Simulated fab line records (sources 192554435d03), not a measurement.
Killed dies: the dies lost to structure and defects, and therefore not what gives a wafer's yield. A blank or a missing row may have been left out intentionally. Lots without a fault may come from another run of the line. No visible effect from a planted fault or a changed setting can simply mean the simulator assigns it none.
The tool behind it: which one?    flow n5_finfet    11 lots, 33 wafers sampled, at 4 steps of a route of 1938

== WHAT EACH GAUGE READ, for each wafer ==
N5_PASSIVATION_CD_MEAS_10 targets a cd of 3000 nm.
lot   measured      on         cd_nm (nm)
L847  day 12 04:10  cd_sem-03  2996.8 3000.0 2998.7
L849  day 12 20:20  cd_sem-02  2999.5 3001.4 2998.7
L848  day 13 14:22  cd_sem-03  2999.6 2998.3 2998.0
L853  day 15 02:01  cd_sem-02  2999.6 3000.8 2999.5
L856  day 14 09:05  cd_sem-03  2998.7 3001.2 3002.4
L863  day 16 14:51  cd_sem-01  2999.9 2999.0 3000.4
L862  day 16 19:07  cd_sem-02  2998.2 2997.4 2998.5
L866  day 17 15:53  cd_sem-02  3000.5 2999.0 2997.8
L869  day 17 16:03  cd_sem-03  3000.2 2999.1 3000.5
L868  day 17 22:53  cd_sem-01  2999.4 3000.1 2999.9
L867  day 17 19:37  cd_sem-03  3000.1 2998.9 2999.7

== WHAT TOOL EACH LOT RAN ON (gives the tool, then ch and the chambers of the sampled wafers, and finally the start) ==
lot   N5_BEOL_M2_HM_STRIP_39               N5_MIM_BOT_ETCH_ETCH_04             N5_MIM_BOT_ETCH_STRIP_01
L847  wet_bench-01 ch 0,2,7, day 6 21:40   rie_diel-01 ch 2,3, day 12 02:05    rie_diel-01 ch 0,1, day 12 02:25
L849  wet_bench-06 ch 0,2,4, day 7 07:58   rie_diel-06 ch 2,3, day 12 18:51    rie_diel-03 ch 0,1,2, day 12 19:10
L848  wet_bench-06 ch 2,4,6, day 7 13:17   rie_diel-03 ch 1,2, day 13 11:05    rie_diel-06 ch 0,1,3, day 13 11:26
L853  wet_bench-01 ch 2,3,6, day 9 07:07   rie_diel-01 ch 0,1,2, day 15 00:02  rie_diel-06 ch 0,1,3, day 15 00:26
L856  wet_bench-01 ch 3,5,6, day 9 07:22   rie_diel-01 ch 0,1,2, day 14 07:13  rie_diel-06 ch 1,2,3, day 14 07:44
L863  wet_bench-06 ch 2,6,7, day 10 18:03  rie_diel-03 ch 0,2,3, day 16 13:30  rie_diel-06 ch 0,1,3, day 16 13:49
L862  wet_bench-06 ch 0,1,3, day 11 12:16  rie_diel-06 ch 1,3, day 16 16:11    rie_diel-06 ch 0,2, day 16 16:32
L866  wet_bench-03 ch 2,3,7, day 12 01:14  rie_diel-03 ch 0,1,2, day 17 13:16  rie_diel-06 ch 1,3, day 17 13:35
L869  wet_bench-03 ch 2,3,7, day 12 11:26  rie_diel-06 ch 0,3, day 17 13:25    rie_diel-01 ch 0,3, day 17 13:44
L868  wet_bench-01 ch 5,6,7, day 12 11:29  rie_diel-01 ch 0,1, day 17 18:47    rie_diel-03 ch 0,1, day 17 19:06
L867  wet_bench-03 ch 2,5,7, day 12 17:04  rie_diel-01 ch 2,3, day 17 17:59    rie_diel-06 ch 0,1, day 17 18:22
- N5_BEOL_M2_HM_STRIP_39: strips TiN in peroxide tin strip, target depth 25 nm, time 158 s.
- N5_MIM_BOT_ETCH_ETCH_04: etches SiNx in CF4/O2, target depth 26 nm, time 13 s.
- N5_MIM_BOT_ETCH_STRIP_01: strips in O2.

== THE ANSWER, worked out from the rows above alone ==
Rule: usual is defined by the lots themselves. The widest of any qualifying gaps counts: lots, ordered by their means at a reading, are off when they make up no more than a third of the lots, leave a main group of 4 or more, and stand apart from it by 3 or more times the standard deviation of that group's means. A main group whose means are all the same, to the digits that the tables above print for the reading, isn't used. Also off: a lot with no number at a reading for which 4 or more lots have one. Any other lot the step has rows for is counted as sound.
No lot is off at any reading shown: from this, nothing can be told.

== WHAT THE SIMULATOR PUT IN ==
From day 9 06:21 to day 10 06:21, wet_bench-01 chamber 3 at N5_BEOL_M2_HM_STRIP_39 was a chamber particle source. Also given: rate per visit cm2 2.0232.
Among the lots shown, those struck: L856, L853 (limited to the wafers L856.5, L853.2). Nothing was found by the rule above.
